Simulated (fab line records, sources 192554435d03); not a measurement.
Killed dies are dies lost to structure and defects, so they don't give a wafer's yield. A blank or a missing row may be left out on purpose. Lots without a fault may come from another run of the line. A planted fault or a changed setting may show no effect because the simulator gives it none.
Split-lot experiment | flow n5_finfet | 7 lots, 21 wafers read, on a route of 1938 steps

THE SPLIT
At N5_BEOL_M14_EXPOSE_25 (exposes mask M14, target cd 280 nm), the setting dose_mj was moved away from the recipe's 26.6 on 6 of the 21 wafers read, by -4.0% to +6.7%. The other wafers ran this setting at the recipe's value.

FROM THE SPLIT TO THE READING: what the file shows between them, 3 steps
- N5_BEOL_M14_PEB_26: peb time 90 s
- N5_BEOL_M14_DEVELOP_27: develop time 45 s
- N5_BEOL_M14_HARDBAKE_32: time 120 s

THE READING
cd_nm, in nm, at N5_BEOL_M14_CD_MEAS_28 (target cd 284.4 nm). Fault-free wafers of this fab line usually give 284.3 nm, standard deviation 1.4 nm.

wafer  | tool, chamber at the split | dose_mj as run | against the recipe | cd_nm, nm | against lot-mates on the recipe
L077.1 | krf_scanner-01, 0          | 26.6           | recipe             | 283.6     | -
L077.2 | krf_scanner-01, 0          | 27.38          | +2.9%              | 288.3     | +4.7
L077.4 | krf_scanner-01, 0          | 27.38          | +2.9%              | 289.4     | +5.8
L079.2 | krf_scanner-02, 0          | 26.6           | recipe             | 286.7     | -
L079.4 | krf_scanner-02, 0          | 26.6           | recipe             | 285.8     | -
L079.6 | krf_scanner-02, 0          | 26.6           | recipe             | 286.7     | -
L081.2 | krf_scanner-01, 0          | 26.6           | recipe             | 283.1     | -
L081.4 | krf_scanner-01, 0          | 26.6           | recipe             | 283.5     | -
L081.5 | krf_scanner-01, 0          | 26.6           | recipe             | 283.2     | -
L083.2 | krf_scanner-01, 0          | 26.6           | recipe             | 284.2     | -
L083.5 | krf_scanner-01, 0          | 28.39          | +6.7%              | 295.4     | +11.4
L083.6 | krf_scanner-01, 0          | 26.6           | recipe             | 283.7     | -
L090.1 | krf_scanner-02, 0          | 26.6           | recipe             | 284.0     | -
L090.3 | krf_scanner-02, 0          | 25.53          | -4.0%              | 277.6     | -5.8
L090.4 | krf_scanner-02, 0          | 26.6           | recipe             | 282.8     | -
L091.2 | krf_scanner-02, 0          | 25.83          | -2.9%              | 278.3     | -4.8
L091.4 | krf_scanner-02, 0          | 26.6           | recipe             | 283.1     | -
L091.6 | krf_scanner-02, 0          | 25.83          | -2.9%              | 279.0     | -4.1
L092.1 | krf_scanner-02, 0          | 26.6           | recipe             | 284.4     | -
L092.5 | krf_scanner-02, 0          | 26.6           | recipe             | 285.7     | -
L092.6 | krf_scanner-02, 0          | 26.6           | recipe             | 284.1     | -

THE FIT
A straight line over all 21 wafers: cd_nm changes by +1.69 nm for each +1% of dose_mj; r = +0.96; the points scatter about the line by 1.2 nm.
The same after taking each lot's own level away (the mean of its wafers on the recipe; 21 wafers): +1.64 nm for each +1%; r = +0.99; scatter 0.5 nm.
On that fit, the largest move of dose_mj shifts the reading by 11 nm.
The lots' own levels span 283.10 to 286.40 nm, that is 2.4 times the standard deviation above.
So the lot-to-lot level changes the slope little: the two slopes agree.
Check: with one of the wafers moved furthest among these (+6.7%) left out of the fit, the line predicts +10.9 nm for it against its lot-mates. It came out at +11.4 nm against them.

OTHER SPLITS ON THESE WAFERS
These wafers also went through other splits before the reading. Each is held against what the fit with the lots' levels taken away leaves over:
other split on the same wafers        | wafers away from the commonest value | r with cd_nm (lot level and that fit taken away)
N5_BEOL_M11_COAT_05 spin_rpm          | 7                                    | +0.09
N5_BEOL_M11_ETCH_62 time_s            | 7                                    | +0.24
N5_BEOL_M13_EXPOSE_25 dose_mj         | 5                                    | -0.20
N5_BEOL_M13_DEVELOP_27 develop_time_s | 3                                    | -0.13

THE WHOLE CHAIN: every reading that the file lists as answering this split, in the file's order
step                   | what it does                                           | reading                                                         | change (the file's fit)              | r (the file's)
N5_BEOL_M14_CD_MEAS_28 | target cd 284.4 nm                                     | cd_nm                                                           | +1.64 nm for each +1% of the setting | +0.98
N5_BEOL_M14_DESCUM_33  | chemistry O2, time 7.9 s                               | BEOL_M14.cd_nm (the simulator's own value, which no gauge read) | +1.67 nm for each +1% of the setting | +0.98
N5_BEOL_M14_ETCH_67    | etches SiARC in CF4, target depth 143 nm, time 238.3 s | BEOL_M14.cd_nm (the simulator's own value, which no gauge read) | +1.6 nm for each +1% of the setting  | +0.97
N5_BEOL_M14_ETCH_68    | etches SOC in N2/H2, time 450 s                        | BEOL_M14.cd_nm (the simulator's own value, which no gauge read) | +1.54 nm for each +1% of the setting | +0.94

THE FILE'S OWN FIT
cd_nm changes by +1.64 nm for each +1% of dose_mj, r = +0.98.
